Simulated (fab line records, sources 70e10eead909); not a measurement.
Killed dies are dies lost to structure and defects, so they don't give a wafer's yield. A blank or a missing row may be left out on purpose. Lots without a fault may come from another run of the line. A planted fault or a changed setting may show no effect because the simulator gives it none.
Problem report in the 8D (eight disciplines) form, filled by code | flow nand_harc | the parts of the form that need people (team, actions taken, sign-off) are left out

1. THE PROBLEM
killed_dies at NHARC_END_SORT_01 reads a mean of 661 on 2 wafers of 2 lots; wafers without a fault read 68 with a standard deviation of 20. That is +30 standard deviations from the usual mean.
First seen on wafer L832.6, day 32 06:01, on prober-01. The record holds 6 wafers of 2 lots with a number at this step. Rule for "out", or "out of limits": more than 4 standard deviations from the usual mean. The other wafers with a number count as sound.

2. WHAT IT IS AND WHAT IT IS NOT
question                    | is                           | is not
which readings at this step | killed_dies, killed_at_array | killed_at_other, killed_at_periphery, killed_short
which lots                  | L832, L833                   | -
which wafers of those lots  | L832.6, L833.6               | L832.4, L832.5, L833.4, L833.5
read on which gauges        | prober-01, prober-02         | -
when                        | from day 32 06:01            | up to then (4 sound wafers)

3. SUSPECTS, AND WHAT RULES EACH OUT
Counting: a tool at a process step up to the reading stays a suspect if it ran every lot that is out. Sound lots after the first of them don't rule it out here, since some wafers of a struck lot are sound.
- the gauge at NHARC_END_SORT_01: ruled out. The wafers that are out were read on 2 gauges (prober-01, prober-02).
- rie_diel-06 at NHARC_A_CONTACT_ETCH_97 (etches the open film in C4F6/O2, target depth 20 nm, time 10 s): kept. It ran every lot that is out, first L832 (day 29 22:30). NHARC_A_CONTACT_ETCH_97 gives no start for some lots, so the hours and the order of its lots are those of NHARC_A_CONTACT_ETCH_31.
- rie_diel-09 at NHARC_A_CONTACT_STRIP_82 (strips in O2): kept. It ran every lot that is out, first L832 (day 29 22:30). NHARC_A_CONTACT_STRIP_82 gives no start for some lots, so the hours and the order of its lots are those of NHARC_A_CONTACT_ETCH_31.
- rie_diel-02 at NHARC_A_CONTACT_ETCH_31 (etches the open film in O2/COS, target depth 2800 nm, time 728 s): kept. It ran every lot that is out, first L832 (day 29 22:30). Its own readings are out on those wafers: run_length_s.
Left after counting: rie_diel-06 at NHARC_A_CONTACT_ETCH_97, rie_diel-09 at NHARC_A_CONTACT_STRIP_82, rie_diel-02 at NHARC_A_CONTACT_ETCH_31.

4. THE CAUSE (what the simulator had put in)
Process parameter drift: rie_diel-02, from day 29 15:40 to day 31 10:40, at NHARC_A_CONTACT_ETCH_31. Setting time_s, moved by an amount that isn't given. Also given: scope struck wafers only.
Counting left 3 suspects, and this tool is among them.

5. THE CHAIN OF EFFECTS, in route order
Each row: a reading whose mean over the struck wafers that have a number lies more than 3 standard deviations from the usual. Only readings for which the record gives a usual standard deviation are gone through. hours: the time from each lot's start at the first step in this table that gives one to its start at this step, as a median over the lots. sigmas: the change in usual standard deviations.
hours | step                    | reading         | usual   | on struck wafers | change | sigmas
0     | NHARC_A_CONTACT_ETCH_31 | run_length_s    | 749.2 s | 560.5            | -188.8 | -99 or more
55    | NHARC_END_SORT_01       | killed_at_array | 64      | 654              | +590   | +30
55    | NHARC_END_SORT_01       | killed_dies     | 68      | 661              | +593   | +30
The process steps in it:
- NHARC_A_CONTACT_ETCH_31: etches the open film in O2/COS, target depth 2800 nm, time 728 s.

6. WHAT WOULD HAVE CAUGHT IT SOONER
In this record the first reading out of limits at a measuring or inspecting step was taken at day 32 06:01, 62 hours after the fault began at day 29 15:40.
The tool's own readings at NHARC_A_CONTACT_ETCH_31 were out on every struck wafer that the step has a row for (run_length_s): an alarm limit on them would have fired on the first of those.
All the lots that are out (2) had begun NHARC_A_CONTACT_ETCH_31 on rie_diel-02 by day 32 06:01. A hold on the tool at that time would have spared none of them.
